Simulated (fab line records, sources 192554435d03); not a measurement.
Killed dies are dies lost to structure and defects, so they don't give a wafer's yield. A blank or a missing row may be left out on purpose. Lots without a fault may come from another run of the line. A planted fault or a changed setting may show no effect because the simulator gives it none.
fab line records | flow n5_finfet
record lots=6 wafers=17 last_day=17
route steps=1938 shown BEOL_M2@914 BEOL_M4@1111
lots that met no fault: from a run of the same line without faults
start_h: hours from the record's first day to the start of the lot's first wafer shown | wait_h: hours since the lot's step before | " the same as in the row above | L1.1+2: a row that stands for several wafers | - no value, or no start given | * or withheld: withheld | < > ~ a bound
route shown NAME@n: a module of which the file shows steps, and the number in the route of the first | usual: mean/standard deviation of fault-free wafers | same: alike in all rows | chamber/n: place in a boat | sites: the reading at each site | _std_site: their standard deviation | _edge_site: outer sites' mean less inner sites' | radius_mm: how far each site lies from the wafer's centre | mask NAME#n: copy n | behind: the tool/chamber that last shaped the wafer | hold: why the lot was held/for how many hours/how that ended | device: the transistor (n, p or np) that didn't switch | end of line: the same wafers' tests at the end of the route | a step without rows: its recipe alone | killed: dies lost to structure and defects at the first sort, not the wafer's yield | map: a wafer's dies, x killed, . not, _ none there
set.NAME: the setting as run; set.NAME@STEP: as run at that earlier step | model.NAME: the simulator's own value behind a step, which no gauge read
lots at some steps of the route; a table a step, a row a wafer
services: from which hour (start_h, from the record's first day; less than 0 if before it) a tool's chamber was out of use, for how many hours, and why
## steps
# step N5_BEOL_M2_SPUTTER_90
# recipe material=Cu target_thk_a=45 temp_c=-20 chamber_pressure_pa=0.07 power_w=withheld time_s=8.29
# usual throttle_valve_pct=29.8/0.95
# columns lot.wafer tool chamber start_h wait_h throttle_valve_pct
L725.2 pvd_sputter-02 - 161.01 0.1 31.1
L725.3 " - " " 28.0
L725.4 " - " " 30.0
L728.3 pvd_sputter-01 - 184.66 0.1 29.2
L728.4 " - " " 29.2
L728.6 " - " " 30.2
L733.1 pvd_sputter-02 - 210.85 0.1 28.5
L733.6 " - " " 28.0
L737.1 pvd_sputter-03 - 237.37 0.1 29.7
L737.2 " - " " 31.5
L737.5 " - " " 29.0
L738.2 pvd_sputter-01 - 242.73 0.1 29.3
L738.3 " - " " 30.2
L738.4 " - " " 30.6
L739.2 pvd_sputter-03 - 260.54 0.1 31.3
L739.5 " - " " 28.8
L739.6 " - " " 31.4
# step N5_BEOL_M2_ANNEAL_91
# recipe temp_c=400 time_s=240 ambient=vacuum
# step N5_BEOL_M2_SPUTTER_92
# recipe material=Cu target_thk_a=45 temp_c=-20 chamber_pressure_pa=0.07 power_w=withheld time_s=8.29
# usual throttle_valve_pct=29.8/0.95
# columns lot.wafer tool chamber start_h wait_h throttle_valve_pct
L725.2 pvd_sputter-02 - 161.23 0.1 31.3
L725.3 " - " " 28.1
L725.4 " - " " 30.0
L728.3 pvd_sputter-01 - 184.88 0.1 29.0
L728.4 " - " " 29.5
L728.6 " - " " 30.6
L733.1 pvd_sputter-02 - 211.07 0.1 28.5
L733.6 " - " " 28.2
L737.1 pvd_sputter-03 - 237.59 0.1 30.1
L737.2 " - " " 31.3
L737.5 " - " " 29.0
L738.2 pvd_sputter-01 - 242.95 0.1 29.2
L738.3 " - " " 30.4
L738.4 " - " " 30.6
L739.2 pvd_sputter-03 - 260.76 0.1 31.3
L739.5 " - " " 29.0
L739.6 " - " " 31.1
# step N5_BEOL_M2_ANNEAL_93
# recipe temp_c=400 time_s=240 ambient=vacuum
# usual heater_power_w=817/73
# columns lot.wafer tool chamber start_h wait_h heater_power_w
L725.2 pvd_sputter-02 - 161.31 0.0 807
L725.3 " - " " 820
L725.4 " - " " 881
L728.3 pvd_sputter-01 - 184.96 0.0 707
L728.4 " - " " 811
L728.6 " - " " 755
L733.1 pvd_sputter-02 - 211.15 0.0 959
L733.6 " - " " 804
L737.1 pvd_sputter-03 - 237.67 0.0 794
L737.2 " - " " 879
L737.5 " - " " 885
L738.2 pvd_sputter-01 - 243.03 0.0 698
L738.3 " - " " 729
L738.4 " - " " 854
L739.2 pvd_sputter-03 - 260.84 0.0 865
L739.5 " - " " 858
L739.6 " - " " 869
# step N5_BEOL_M2_SPUTTER_94
# recipe material=Cu target_thk_a=45 temp_c=-20 chamber_pressure_pa=0.07 power_w=withheld time_s=8.29
# usual throttle_valve_pct=29.8/0.94
# columns lot.wafer tool chamber start_h wait_h throttle_valve_pct
L725.2 pvd_sputter-02 - 161.45 0.1 31.5
L725.3 " - " " 28.0
L725.4 " - " " 29.7
L728.3 pvd_sputter-01 - 185.10 0.1 29.3
L728.4 " - " " 29.6
L728.6 " - " " 30.4
L733.1 pvd_sputter-02 - 211.29 0.1 28.6
L733.6 " - " " 27.9
L737.1 pvd_sputter-03 - 237.81 0.1 30.1
L737.2 " - " " 31.2
L737.5 " - " " 28.8
L738.2 pvd_sputter-01 - 243.17 0.1 29.6
L738.3 " - " " 30.4
L738.4 " - " " 30.0
L739.2 pvd_sputter-03 - 260.98 0.1 31.1
L739.5 " - " " 28.8
L739.6 " - " " 31.4
# step N5_BEOL_M2_ANNEAL_95
# recipe temp_c=400 time_s=240 ambient=vacuum
# step N5_BEOL_M2_SPUTTER_96
# recipe material=Cu target_thk_a=45 temp_c=-20 chamber_pressure_pa=0.07 power_w=withheld time_s=8.29
# step N5_BEOL_M2_ECD_50
# recipe material=Cu target_thk_a=3000
# step N5_BEOL_M2_ANNEAL_51
# recipe temp_c=225 time_s=90 ambient=N2
# step N5_BEOL_M2_CMP_52
# recipe stop_on=SiOC t_overpolish_s=6.8 down_force_psi=1 platen_rpm=50 clearing_platen_down_force_psi=1.5 clearing_platen_rpm=50 post_cmp_clean=cu_alkaline target_thk_nm=40 clearing_platen_pad_velocity_m_s=0.99484 pad_velocity_m_s=0.99484
# usual barrier_field_endpoint_s=24.8/0.71 clearing_platen_down_force_psi=1.4995/0.0025 edge_zone_pressure_frac=0.999/0.0053 motor_current_A=5.9/0.43 overpolish_run_s=6.802/0.0092 platen_rpm=50.00/0.038 retaining_ring_pressure_frac=1.000/0.0052 slurry_filter_dp_kPa=13.51/0.14 time_to_endpoint_s=64/4.3
# columns lot.wafer tool chamber start_h wait_h barrier_field_endpoint_s clearing_platen_down_force_psi edge_zone_pressure_frac motor_current_A overpolish_run_s platen_rpm retaining_ring_pressure_frac slurry_filter_dp_kPa time_to_endpoint_s
L725.3 cmp-01 1 162.24 0.2 24.5 1.5003 0.994 5.2 6.789 49.96 1.000 13.61 62
L725.4 " 3 " " 24.3 1.4975 1.003 5.5 6.798 49.99 0.996 13.50 59
L725.2 " 0 " " 25.5 1.4982 1.007 5.5 6.808 50.00 1.005 13.63 67
L728.4 cmp-01 0 185.87 0.2 24.6 1.4979 0.998 5.1 6.796 50.05 1.002 13.31 66
L728.3 " 2 " " 24.0 1.4998 1.002 5.7 6.819 49.94 1.004 13.40 65
L728.6 " 3 " " 24.1 1.5002 1.007 5.6 6.808 50.02 0.999 13.71 63
L733.1 cmp-01 1 212.00 0.3 24.2 1.4976 0.990 5.2 6.803 49.97 1.000 13.50 66
L733.6 " 1 " " 24.1 1.4985 1.004 5.4 6.794 49.99 1.005 13.70 66
L737.2 cmp-03 0 238.52 0.2 25.5 1.4980 1.012 6.0 6.796 50.00 0.997 13.36 70
L737.1 " 3 " " 23.3 1.4993 0.997 6.5 6.805 50.02 1.006 13.74 59
L737.5 " 0 " " 25.9 1.5026 1.008 6.0 6.815 50.02 1.002 13.52 71
L738.4 cmp-01 1 243.92 0.1 25.0 1.4987 0.997 5.3 6.792 50.00 0.998 13.45 67
L738.2 " 2 " " 24.5 1.4958 0.999 5.9 6.801 50.08 0.995 13.70 67
L738.3 " 0 " " 25.3 1.5024 1.008 5.5 6.776 49.99 0.996 13.65 71
L739.2 cmp-04 3 261.78 0.3 25.4 1.4997 1.000 6.0 6.800 50.10 0.993 13.37 65
L739.6 " 3 " " 26.5 1.4965 1.003 6.4 6.815 49.98 0.994 13.51 70
L739.5 " 0 " " 25.7 1.4963 0.999 5.7 6.810 50.03 0.996 13.37 66
# step N5_BEOL_M2_THK_MEAS_53
# recipe thk_meas_gauge=xrf reads=Cu_of_BEOL_M2_ECD_50
# usual M2_THK=40.6/1.7
# columns lot.wafer tool chamber start_h wait_h M2_THK[nm]
L725.2 film_metro-02 - 162.53 - 40.5
L725.3 " - " " 39.8
L725.4 " - " " 39.7
L728.3 film_metro-02 - 186.12 - 41.1
L728.4 " - " " 42.0
L728.6 " - " " 39.5
L733.1 film_metro-02 - 212.30 - 41.1
L733.6 " - " " 40.9
L737.1 film_metro-01 - 238.82 - 40.6
L737.2 " - " " 39.7
L737.5 " - " " 39.4
L738.2 film_metro-01 - 244.22 - 42.1
L738.3 " - " " 40.8
L738.4 " - " " 41.0
L739.2 film_metro-02 - 262.07 - 42.8
L739.5 " - " " 41.4
L739.6 " - " " 42.5
# step N5_BEOL_M2_PRE_CLEAN_60
# recipe gas=NH3/H2 time_s=15 temp_c=* rf_power_w=300
# step N5_BEOL_M2_CO_CAP_55
# recipe material=Co target_thk_a=20 temp_c=200 precursor=CCTBA/H2 pressure_torr=30 time_s=102.1
# usual heater_power_w=254/31 run_length_s=124.7/0.45
# columns lot.wafer tool chamber start_h wait_h heater_power_w run_length_s model.Co_of_BEOL_M2_CO_CAP_55.thk_nm
L725.2 cvd_co-02 1 162.61 0.0 317 125.2 1.8
L725.3 " 0 " " 273 124.2 1.8
L725.4 " 0 " " 269 124.4 2
L728.3 cvd_co-02 1 186.20 0.0 311 70.8 0.8
L728.4 " 2 " " 253 124.2 1.8
L728.6 " 1 " " 318 124.9 1.8
L733.1 cvd_co-02 1 212.37 0.0 315 70.4 1
L733.6 " 0 " " 268 123.9 2.2
L737.1 cvd_co-01 2 238.90 0.0 212 124.8 2
L737.2 " 1 " " 246 125.3 2
L737.5 " 1 " " 245 125.6 2
L738.2 cvd_co-01 1 244.32 0.0 251 125.0 2
L738.3 " 2 " " 207 125.0 2
L738.4 " 2 " " 211 124.7 2
L739.2 cvd_co-01 1 262.38 0.0 248 125.1 1.8
L739.5 " 2 " " 212 124.7 2
L739.6 " 1 " " 254 125.1 2
# step N5_BEOL_M2_PRE_CLEAN_56
# recipe gas=NH3 time_s=15 temp_c=withheld rf_power_w=300
# step N5_BEOL_M4_RC_MEAS_101
# usual DIBL_N=36.0/2.5 DIBL_P=36.7/3 IOFF_N=0.16/0.043 IOFF_P=0.21/0.049 ION_N=673/15 ION_P=461/9.8 SS_N=71.5/0.83 SS_P=73.4/0.83 VT_N=250/4 VT_P=-251/4
# columns lot.wafer tool chamber start_h wait_h DIBL_N[mV/V] DIBL_P[mV/V] IOFF_N[nA/um] IOFF_P[nA/um] ION_N[uA/um] ION_P[uA/um] SS_N[mV/dec] SS_P[mV/dec] VT_N[mV] VT_P[mV]
L725.2 prober-01 0 187.02 0.2 36.6 39.1 0.19 0.27 695 485 73.0 73.5 244 -246
L725.3 " 0 " " 36.0 37.3 0.18 0.23 680 470 71.8 73.0 248 -248
L725.4 " 0 " " 34.8 33.7 0.13 0.17 652 455 72.1 72.7 254 -251
L728.3 prober-02 0 212.98 0.3 38.1 41.8 0.25 0.28 696 470 74.1 74.6 245 -246
L728.4 " 0 " " 32.8 36.9 0.14 0.20 666 459 70.9 73.6 249 -249
L728.6 " 0 " " 32.6 35.3 0.13 0.17 658 446 71.2 72.8 252 -254
L733.1 prober-02 0 237.10 0.0 33.9 30.8 0.12 0.19 673 472 70.8 72.6 253 -249
L733.6 " 0 " " 36.0 34.2 0.14 0.22 673 465 71.1 73.1 250 -248
L737.1 prober-01 0 269.88 0.0 35.1 36.4 0.14 0.18 666 458 71.5 73.6 252 -252
L737.2 " 0 " " 33.6 34.6 0.12 0.17 653 452 71.8 72.7 254 -254
L737.5 " 0 " " 38.4 38.7 0.19 0.22 679 461 72.4 74.0 246 -251
L738.2 prober-02 0 277.09 0.2 37.5 39.2 0.18 0.28 686 480 72.4 73.2 245 -245
L738.3 " 0 " " 39.4 40.0 0.22 0.28 699 472 72.1 73.7 247 -247
L738.4 " 0 " " 36.6 37.6 0.17 0.24 687 474 70.8 73.1 249 -248
L739.2 prober-02 0 296.29 0.2 33.6 34.7 0.13 0.16 654 443 71.1 72.4 255 -254
L739.5 " 0 " " 34.3 36.4 0.14 0.18 678 463 70.8 72.9 253 -253
L739.6 " 0 " " 31.0 31.9 0.10 0.12 648 441 69.8 72.7 257 -259
## services
# columns tool chamber start_h hours kind
cvd_co-02 - 140.44 0.7 repair
cmp-03 - 152.50 1.3 repair
cmp-01 - 199.59 4.0 pm
cmp-01 - 203.59 - consumable_replace:conditioner
cmp-01 - 203.59 - consumable_replace:pad
cmp-04 - 226.17 0.8 repair
cmp-03 - 230.95 1.3 repair
cvd_co-01 0 244.46 12.5 repair
cvd_co-02 - 244.92 1.4 repair
cmp-04 - 247.55 1.4 repair
cmp-01 - 252.12 1.1 repair
## key
first_sign step=N5_BEOL_M2_CO_CAP_55 reading=run_length_s direction=down sigmas=99+ usual=* struck=*
effect none on later readings
model_effect step=N5_BEOL_M2_CO_CAP_55 value=Co_of_BEOL_M2_CO_CAP_55.thk_nm without=1.9 struck=0.9
met_at N5_BEOL_M2_CO_CAP_55
struck_wafers L728.3,L733.1
onset_between 162.61 186.20
fault kind=process_parameter_drift tool=cvd_co-02 chamber=- onset_h=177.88 steps=N5_BEOL_M2_CO_CAP_55 channel=time_s offset=* shape=step end_h=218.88 scope=struck_wafers_only acts_in=* stated=*
